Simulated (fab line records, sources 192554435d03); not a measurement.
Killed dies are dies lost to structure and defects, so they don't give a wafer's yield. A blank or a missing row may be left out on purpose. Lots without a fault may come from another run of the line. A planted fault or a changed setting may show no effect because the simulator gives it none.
Which tool did it? | flow n5_finfet | 21 lots, 63 wafers sampled, at 6 steps of a route of 1938

WHAT THE GAUGES READ, wafer by wafer
The record holds no reading of a measuring or inspecting step that can be judged against a usual standard deviation.

WHICH TOOL RAN EACH LOT (tool, then ch and the chambers of the sampled wafers, then the start)
lot  | N5_MOL_CONTACT_COAG_VIA_ETCH_117   | N5_BEOL_M0_SAQP_RECESS_114         | N5_BEOL_M0_SAQP_ETCH_102         | N5_BEOL_M0_SAQP_STRIP_108          | N5_BEOL_M0_SAQP_ETCH_88            | N5_BEOL_M0_STRIP_142
L074 | rie_diel-05 ch 0,2, day 5 09:28    | vapor_etch-02 ch 0,1, day 5 15:55  | rie_si-02 ch 1,2,3, day 5 17:50  | rie_diel-03 ch 0,2,3, day 5 18:29  | rie_diel-02 ch 1,2,3, day 5 19:55  | rie_diel-05 ch 0,1,3, day 5 23:52
L075 | rie_diel-01 ch 0,1,2, day 5 10:07  | vapor_etch-01 ch 0,1, day 5 19:46  | rie_si-03 ch 0,1,3, day 5 20:58  | rie_diel-03 ch 1,2,3, day 5 21:43  | rie_diel-03 ch 1,2,3, day 5 23:29  | rie_diel-04 ch 1,2,3, day 6 03:40
L077 | rie_diel-05 ch 0,1,3, day 5 21:32  | vapor_etch-01 ch 0,1, day 6 05:34  | rie_si-06 ch 0,3, day 6 06:38    | rie_diel-02 ch 0,3, day 6 07:32    | rie_diel-03 ch 0,1, day 6 09:07    | rie_diel-01 ch 1,2, day 6 13:44
L078 | rie_diel-05 ch 0,1,2, day 6 05:37  | vapor_etch-02 ch 0,1, day 6 11:55  | rie_si-06 ch 0,1,3, day 6 13:11  | rie_diel-06 ch 0,1,2, day 6 13:50  | rie_diel-06 ch 0,1,2, day 6 15:23  | rie_diel-01 ch 1,2,3, day 6 17:58
L079 | rie_diel-04 ch 0,2, day 6 14:32    | vapor_etch-02 ch 0,1, day 6 20:40  | rie_si-03 ch 0,1,3, day 6 22:02  | rie_diel-06 ch 0,3, day 6 22:43    | rie_diel-02 ch 2,3, day 7 00:16    | rie_diel-01 ch 0,2, day 7 03:49
L080 | rie_diel-04 ch 0,1,2, day 6 15:00  | vapor_etch-01 ch 0,1, day 7 00:15  | rie_si-06 ch 0,2,3, day 7 01:27  | rie_diel-06 ch 0,1,2, day 7 02:10  | rie_diel-06 ch 0,2,3, day 7 03:50  | rie_diel-05 ch 1,2,3, day 7 08:25
L082 | rie_diel-05 ch 0,1,2, day 7 03:42  | vapor_etch-02 ch 0,1, day 7 10:19  | rie_si-02 ch 0,1,3, day 7 11:37  | rie_diel-06 ch 0,2,3, day 7 12:17  | rie_diel-06 ch 0,2,3, day 7 13:50  | rie_diel-04 ch 0,1,2, day 7 17:41
L083 | rie_diel-05 ch 0,1,2, day 7 08:05  | vapor_etch-01 ch 0,1, day 7 14:57  | rie_si-03 ch 0,1,2, day 7 16:10  | rie_diel-03 ch 1,2, day 7 16:49    | rie_diel-03 ch 0,2, day 7 18:18    | rie_diel-01 ch 0,1,3, day 7 20:32
L084 | rie_diel-01 ch 0,1,3, day 7 14:56  | vapor_etch-01 ch 0,1, day 7 22:26  | rie_si-06 ch 0,1,3, day 7 23:41  | rie_diel-06 ch 1,2, day 8 00:23    | rie_diel-03 ch 2,3, day 8 02:26    | rie_diel-01 ch 0,2, day 8 05:14
L085 | rie_diel-04 ch 2,3, day 8 00:07    | vapor_etch-01 ch 0,1, day 8 06:51  | rie_si-02 ch 2,3, day 8 08:38    | rie_diel-06 ch 0,2, day 8 09:19    | rie_diel-02 ch 1,3, day 8 10:51    | rie_diel-05 ch 0,2,3, day 8 14:56
L086 | rie_diel-04 ch 0,1,3, day 8 03:27  | vapor_etch-01 ch 0,1, day 8 12:54  | rie_si-03 ch 1,2, day 8 15:35    | rie_diel-06 ch 1,2,3, day 8 16:15  | rie_diel-03 ch 2,3, day 8 17:47    | rie_diel-05 ch 0,2,3, day 8 21:25
L087 | rie_diel-04 ch 1,2,3, day 8 09:38  | vapor_etch-01 ch 0,1, day 8 16:50  | rie_si-02 ch 0,1,3, day 8 17:56  | rie_diel-02 ch 1,2,3, day 8 18:36  | rie_diel-03 ch 1,3, day 8 21:37    | rie_diel-04 ch 0,3, day 9 00:35
L088 | rie_diel-04 ch 0,1, day 8 18:02    | vapor_etch-01 ch 0,1, day 9 01:54  | rie_si-02 ch 1,2, day 9 03:06    | rie_diel-02 ch 1,2,3, day 9 03:56  | rie_diel-03 ch 1,3, day 9 05:34    | rie_diel-04 ch 0,1,2, day 9 08:33
L089 | rie_diel-01 ch 0,2,3, day 9 00:22  | vapor_etch-01 ch 0,1, day 9 06:34  | rie_si-02 ch 0,2,3, day 9 07:46  | rie_diel-02 ch 0,1,2, day 9 08:26  | rie_diel-03 ch 1,2,3, day 9 10:01  | rie_diel-04 ch 0,1,3, day 9 13:25
L090 | rie_diel-05 ch 0,1, day 9 03:44    | vapor_etch-01 ch 0,1, day 9 10:40  | rie_si-02 ch 1,2,3, day 9 11:57  | rie_diel-03 ch 1,2, day 9 12:37    | rie_diel-03 ch 2,3, day 9 14:10    | rie_diel-04 ch 0,1,3, day 9 19:14
L091 | rie_diel-05 ch 0,2,3, day 9 07:08  | vapor_etch-01 ch 0,1, day 9 14:44  | rie_si-06 ch 0,1, day 9 15:57    | rie_diel-03 ch 1,2,3, day 9 16:37  | rie_diel-03 ch 2,3, day 9 18:22    | rie_diel-01 ch 0,1,2, day 9 23:01
L092 | rie_diel-01 ch 0,1,3, day 9 14:16  | vapor_etch-01 ch 0,1, day 9 20:38  | rie_si-02 ch 0,1,2, day 9 22:17  | rie_diel-06 ch 1,2,3, day 9 22:57  | rie_diel-02 ch 0,1,3, day 10 00:26 | rie_diel-04 ch 0,1,2, day 10 04:58
L093 | rie_diel-01 ch 0,1,3, day 9 20:19  | vapor_etch-01 ch 0,1, day 10 02:53 | rie_si-06 ch 1,2,3, day 10 04:22 | rie_diel-03 ch 2,3, day 10 05:29   | rie_diel-06 ch 0,1,2, day 10 07:14 | rie_diel-05 ch 0,2,3, day 10 11:21
L094 | rie_diel-04 ch 0,1,3, day 10 07:16 | vapor_etch-02 ch 0,1, day 10 13:41 | rie_si-03 ch 1,2,3, day 10 14:59 | rie_diel-02 ch 1,3, day 10 15:38   | rie_diel-06 ch 1,3, day 10 17:11   | rie_diel-05 ch 1,2,3, day 10 22:14
L095 | rie_diel-01 ch 0,2,3, day 10 07:53 | vapor_etch-01 ch 0,1, day 10 16:58 | rie_si-02 ch 0,3, day 10 18:46   | rie_diel-02 ch 0,2,3, day 10 19:26 | rie_diel-03 ch 1,3, day 10 20:55   | rie_diel-04 ch 0,1, day 11 02:10
L097 | rie_diel-04 ch 0,1,2, day 11 01:05 | vapor_etch-01 ch 0,1, day 11 07:11 | rie_si-02 ch 0,3, day 11 08:26   | rie_diel-02 ch 0,2,3, day 11 09:06 | rie_diel-06 ch 0,3, day 11 10:31   | rie_diel-04 ch 0,1, day 11 16:08
- N5_MOL_CONTACT_COAG_VIA_ETCH_117: etches SiO2 in C4F6/O2, target depth 40 nm, overetch 8 nm, time 26 s.
- N5_BEOL_M0_SAQP_RECESS_114: chemistry HF/NH3, target SiO2, target depth 14.4 nm, afs cycles 3, sublimation time 60 s.
- N5_BEOL_M0_SAQP_ETCH_102: etches SiO2 in CF4, target depth 4 nm, time 4.4 s.
- N5_BEOL_M0_SAQP_STRIP_108: strips in N2/H2.
- N5_BEOL_M0_SAQP_ETCH_88: etches underlayer in N2/H2, target depth 6.5 nm, time 5.2 s.
- N5_BEOL_M0_STRIP_142: strips in N2/H2, time 10 s.

WHAT THE TOOLS THEMSELVES READ (means of the sampled wafers that have a number; where no wafer has one, the mark that the record gives instead)
N5_MOL_CONTACT_COAG_VIA_ETCH_117.
lot  | tool        | drypump_motor_current_A (A) | mfc_ar_sccm (sccm) | oes_product_au (a.u.) | rf_vpp_V (V) | showerhead_plenum_p_Torr (Torr) | throttle_valve_pct (%)
L074 | rie_diel-05 | 5.6                         | 300.5              | 0.76                  | 1578         | 2.81                            | 42.3
L075 | rie_diel-01 | 5.8                         | 300.1              | 0.69                  | 1579         | 2.90                            | 41.6
L077 | rie_diel-05 | 5.3                         | 300.5              | 0.83                  | 1599         | 2.81                            | 41.6
L078 | rie_diel-05 | 5.9                         | 300.0              | 0.75                  | 1591         | 2.80                            | 41.7
L079 | rie_diel-04 | 5.6                         | 299.9              | 0.81                  | 1587         | 2.77                            | 40.3
L080 | rie_diel-04 | 5.6                         | 299.8              | 0.79                  | 1548         | 2.81                            | 40.5
L082 | rie_diel-05 | 5.9                         | 300.4              | 0.74                  | 1591         | 2.79                            | 41.7
L083 | rie_diel-05 | 5.9                         | 300.1              | 0.74                  | 1591         | 2.79                            | 41.7
L084 | rie_diel-01 | 6.0                         | 299.6              | 0.69                  | 1620         | 2.87                            | 41.8
L085 | rie_diel-04 | 5.6                         | 300.3              | 0.83                  | 1621         | 2.79                            | 40.6
L086 | rie_diel-04 | 5.8                         | 299.7              | 0.76                  | 1553         | 2.81                            | 40.9
L087 | rie_diel-04 | 5.6                         | 300.3              | 0.80                  | 1580         | 2.83                            | 40.8
L088 | rie_diel-04 | 5.6                         | 300.4              | 0.74                  | 1508         | 2.85                            | 40.6
L089 | rie_diel-01 | 5.9                         | 300.3              | 0.70                  | 1584         | 2.92                            | 41.6
L090 | rie_diel-05 | 5.5                         | 299.8              | 0.75                  | 1617         | 2.78                            | 41.4
L091 | rie_diel-05 | 5.6                         | 299.2              | 0.74                  | 1572         | 2.80                            | 42.0
L092 | rie_diel-01 | 6.0                         | 299.9              | 0.68                  | 1619         | 2.86                            | 41.8
L093 | rie_diel-01 | 6.0                         | 299.3              | 0.67                  | 1619         | 2.86                            | 41.8
L094 | rie_diel-04 | 5.8                         | 299.6              | 0.75                  | 1553         | 2.80                            | 40.9
L095 | rie_diel-01 | 5.9                         | 300.5              | 0.69                  | 1584         | 2.92                            | 41.6
L097 | rie_diel-04 | 5.6                         | 300.0              | 0.74                  | 1546         | 2.80                            | 40.5

N5_BEOL_M0_SAQP_RECESS_114.
lot  | tool          | drypump_motor_current_A (A)
L074 | vapor_etch-02 | 5.7
L075 | vapor_etch-01 | 5.6
L077 | vapor_etch-01 | 5.6
L078 | vapor_etch-02 | 5.7
L079 | vapor_etch-02 | 5.7
L080 | vapor_etch-01 | 5.8
L082 | vapor_etch-02 | 5.8
L083 | vapor_etch-01 | 5.6
L084 | vapor_etch-01 | 5.8
L085 | vapor_etch-01 | 5.6
L086 | vapor_etch-01 | 5.8
L087 | vapor_etch-01 | 5.8
L088 | vapor_etch-01 | 5.6
L089 | vapor_etch-01 | 5.8
L090 | vapor_etch-01 | 5.8
L091 | vapor_etch-01 | 5.6
L092 | vapor_etch-01 | 5.6
L093 | vapor_etch-01 | 5.6
L094 | vapor_etch-02 | 5.8
L095 | vapor_etch-01 | 5.6
L097 | vapor_etch-01 | 5.6

N5_BEOL_M0_SAQP_ETCH_102.
lot  | tool      | drypump_motor_current_A (A) | oes_product_au (a.u.) | throttle_valve_pct (%)
L074 | rie_si-02 | 5.8                         | 0.970                 | 21.77
L075 | rie_si-03 | 5.7                         | 1.000                 | 21.93
L077 | rie_si-06 | 5.3                         | 1.028                 | 22.07
L078 | rie_si-06 | 5.7                         | 1.024                 | 22.02
L079 | rie_si-03 | 5.7                         | 1.009                 | 21.93
L080 | rie_si-06 | 5.6                         | 1.024                 | 21.98
L082 | rie_si-02 | 5.7                         | 0.979                 | 21.83
L083 | rie_si-03 | 5.5                         | 1.001                 | 21.78
L084 | rie_si-06 | 5.7                         | 1.009                 | 22.01
L085 | rie_si-02 | 6.1                         | 0.961                 | 21.83
L086 | rie_si-03 | 5.5                         | 0.981                 | 21.58
L087 | rie_si-02 | 5.7                         | 0.974                 | 21.76
L088 | rie_si-02 | 6.0                         | 0.973                 | 21.90
L089 | rie_si-02 | 6.1                         | 0.962                 | 21.81
L090 | rie_si-02 | 5.8                         | 0.962                 | 21.77
L091 | rie_si-06 | 6.1                         | 1.020                 | 21.93
L092 | rie_si-02 | 5.9                         | 0.982                 | 21.89
L093 | rie_si-06 | 5.6                         | 1.022                 | 22.06
L094 | rie_si-03 | 5.5                         | 0.985                 | 21.76
L095 | rie_si-02 | 5.9                         | 0.960                 | 21.69
L097 | rie_si-02 | 6.0                         | 0.965                 | 21.79

N5_BEOL_M0_SAQP_STRIP_108.
lot  | tool        | drypump_motor_current_A (A) | oes_product_au (a.u.) | rf_vpp_V (V) | showerhead_plenum_p_Torr (Torr) | throttle_valve_pct (%)
L074 | rie_diel-03 | 5.9                         | 0.77                  | 122.3        | 3.32                            | 18.6
L075 | rie_diel-03 | 5.6                         | 0.85                  | 121.6        | 3.36                            | 18.6
L077 | rie_diel-02 | 5.8                         | 0.73                  | 121.0        | 3.24                            | 19.4
L078 | rie_diel-06 | 5.5                         | 0.75                  | 122.2        | 3.35                            | 19.0
L079 | rie_diel-06 | 5.2                         | 0.81                  | 121.5        | 3.32                            | 19.0
L080 | rie_diel-06 | 5.5                         | 0.74                  | 121.2        | 3.34                            | 19.0
L082 | rie_diel-06 | 5.3                         | 0.75                  | 121.4        | 3.30                            | 19.2
L083 | rie_diel-03 | 5.1                         | 0.90                  | 122.6        | 3.48                            | 18.7
L084 | rie_diel-06 | 5.0                         | 0.73                  | 122.2        | 3.38                            | 19.0
L085 | rie_diel-06 | 5.2                         | 0.70                  | 121.8        | 3.28                            | 19.4
L086 | rie_diel-06 | 5.0                         | 0.78                  | 121.8        | 3.39                            | 18.8
L087 | rie_diel-02 | 5.8                         | 0.85                  | 122.4        | 3.33                            | 18.8
L088 | rie_diel-02 | 5.7                         | 0.84                  | 121.0        | 3.33                            | 18.9
L089 | rie_diel-02 | 5.6                         | 0.76                  | 120.6        | 3.22                            | 19.3
L090 | rie_diel-03 | 5.2                         | 0.87                  | 122.4        | 3.37                            | 18.7
L091 | rie_diel-03 | 5.6                         | 0.81                  | 122.0        | 3.34                            | 18.7
L092 | rie_diel-06 | 5.0                         | 0.77                  | 122.6        | 3.39                            | 18.8
L093 | rie_diel-03 | 6.1                         | 0.75                  | 121.1        | 3.20                            | 18.6
L094 | rie_diel-02 | 5.8                         | 0.86                  | 121.2        | 3.40                            | 18.6
L095 | rie_diel-02 | 5.8                         | 0.83                  | 121.3        | 3.27                            | 19.1
L097 | rie_diel-02 | 5.8                         | 0.83                  | 122.1        | 3.27                            | 19.1

N5_BEOL_M0_SAQP_ETCH_88.
lot  | tool        | drypump_motor_current_A (A) | etch_rf_on_time_s (s) | oes_product_au (a.u.) | rf_vpp_V (V) | showerhead_plenum_p_Torr (Torr) | throttle_valve_pct (%)
L074 | rie_diel-02 | 5.7                         | 5.40                  | 0.64                  | 525          | 2.53                            | 17.96
L075 | rie_diel-03 | 5.6                         | 5.41                  | 0.71                  | 523          | 2.54                            | 17.73
L077 | rie_diel-03 | 5.6                         | 5.38                  | 0.65                  | 527          | 2.67                            | 17.69
L078 | rie_diel-06 | 5.5                         | 5.24                  | 0.64                  | 524          | 2.53                            | 18.00
L079 | rie_diel-02 | 5.8                         | 5.35                  | 0.67                  | 522          | 2.51                            | 17.82
L080 | rie_diel-06 | 5.2                         | 5.21                  | 0.65                  | 522          | 2.50                            | 18.13
L082 | rie_diel-06 | 5.2                         | 5.22                  | 0.65                  | 522          | 2.50                            | 18.12
L083 | rie_diel-03 | 5.7                         | 5.32                  | 0.63                  | 523          | 2.58                            | 17.77
L084 | rie_diel-03 | 6.1                         | 5.56                  | 0.63                  | 522          | 2.43                            | 17.81
L085 | rie_diel-02 | 5.7                         | 5.45                  | 0.66                  | 523          | 2.53                            | 17.98
L086 | rie_diel-03 | 6.1                         | 5.43                  | 0.63                  | 521          | 2.43                            | 17.81
L087 | rie_diel-03 | 5.5                         | 5.37                  | 0.69                  | 526          | 2.61                            | 17.69
L088 | rie_diel-03 | 5.6                         | 5.44                  | 0.68                  | 526          | 2.61                            | 17.71
L089 | rie_diel-03 | 5.6                         | 5.34                  | 0.68                  | 523          | 2.53                            | 17.77
L090 | rie_diel-03 | 6.1                         | 5.43                  | 0.62                  | 521          | 2.42                            | 17.83
L091 | rie_diel-03 | 6.1                         | 5.40                  | 0.62                  | 520          | 2.42                            | 17.85
L092 | rie_diel-02 | 5.8                         | 5.42                  | 0.66                  | 523          | 2.49                            | 18.03
L093 | rie_diel-06 | 5.4                         | 5.28                  | 0.62                  | 523          | 2.52                            | 18.05
L094 | rie_diel-06 | 5.0                         | 5.07                  | 0.69                  | 525          | 2.58                            | 17.71
L095 | rie_diel-03 | 6.0                         | 5.44                  | 0.62                  | 524          | 2.49                            | 17.80
L097 | rie_diel-06 | 5.2                         | 5.11                  | 0.67                  | 524          | 2.50                            | 18.03

N5_BEOL_M0_STRIP_142.
lot  | tool        | drypump_motor_current_A (A) | oes_product_au (a.u.) | rf_vpp_V (V) | showerhead_plenum_p_Torr (Torr) | throttle_valve_pct (%)
L074 | rie_diel-05 | 5.3                         | 0.94                  | 58.7         | 2.47                            | 23.5
L075 | rie_diel-04 | 5.6                         | 0.96                  | 59.5         | 2.53                            | 23.4
L077 | rie_diel-01 | 5.6                         | 0.73                  | 58.8         | 2.57                            | 24.3
L078 | rie_diel-01 | 5.7                         | 0.76                  | 59.8         | 2.58                            | 24.0
L079 | rie_diel-01 | 5.6                         | 0.78                  | 59.6         | 2.63                            | 23.8
L080 | rie_diel-05 | 5.8                         | 0.85                  | 60.1         | 2.49                            | 23.8
L082 | rie_diel-04 | 5.5                         | 0.87                  | 59.7         | 2.53                            | 23.6
L083 | rie_diel-01 | 6.0                         | 0.76                  | 59.0         | 2.55                            | 24.0
L084 | rie_diel-01 | 6.0                         | 0.76                  | 59.4         | 2.60                            | 23.9
L085 | rie_diel-05 | 5.6                         | 0.84                  | 59.6         | 2.50                            | 24.0
L086 | rie_diel-05 | 5.6                         | 0.84                  | 59.4         | 2.49                            | 24.0
L087 | rie_diel-04 | 6.0                         | 0.88                  | 59.2         | 2.47                            | 23.5
L088 | rie_diel-04 | 5.6                         | 0.85                  | 59.4         | 2.52                            | 23.6
L089 | rie_diel-04 | 5.8                         | 0.85                  | 59.1         | 2.51                            | 23.6
L090 | rie_diel-04 | 5.8                         | 0.85                  | 59.3         | 2.51                            | 23.6
L091 | rie_diel-01 | 5.8                         | 0.72                  | 59.6         | 2.58                            | 24.1
L092 | rie_diel-04 | 5.6                         | 0.84                  | 58.5         | 2.52                            | 23.7
L093 | rie_diel-05 | 5.6                         | 0.82                  | 59.1         | 2.49                            | 24.0
L094 | rie_diel-05 | 5.8                         | 0.82                  | 59.3         | 2.48                            | 23.9
L095 | rie_diel-04 | 5.8                         | 0.79                  | 59.4         | 2.50                            | 23.8
L097 | rie_diel-04 | 5.7                         | 0.78                  | 59.6         | 2.50                            | 23.8

THE ANSWER, worked out from the rows above alone
Rule: what is usual is taken from the lots themselves. Put in order of their means at a reading, lots are off if they are a third of the lots or fewer, leave a main group of 4 or more, and stand apart from it by a gap of 3 or more times the standard deviation of the main group's means; of several such gaps the widest counts. A main group whose means are all the same, to the digits that the tables above print for the reading, isn't used. A lot without any number at a reading at which 4 lots or more have one is off too. The other lots that the step has rows for count as sound. The gauges are gone through in route order, then the tools' own readings, and for those a lot's mean is taken as printed above. The first step at which some lot is off is used, and at that step the reading that is off furthest; a lot without a number counts as furthest.
No lot is off at any reading shown: from this, nothing can be told.

WHAT THE SIMULATOR HAD PUT IN
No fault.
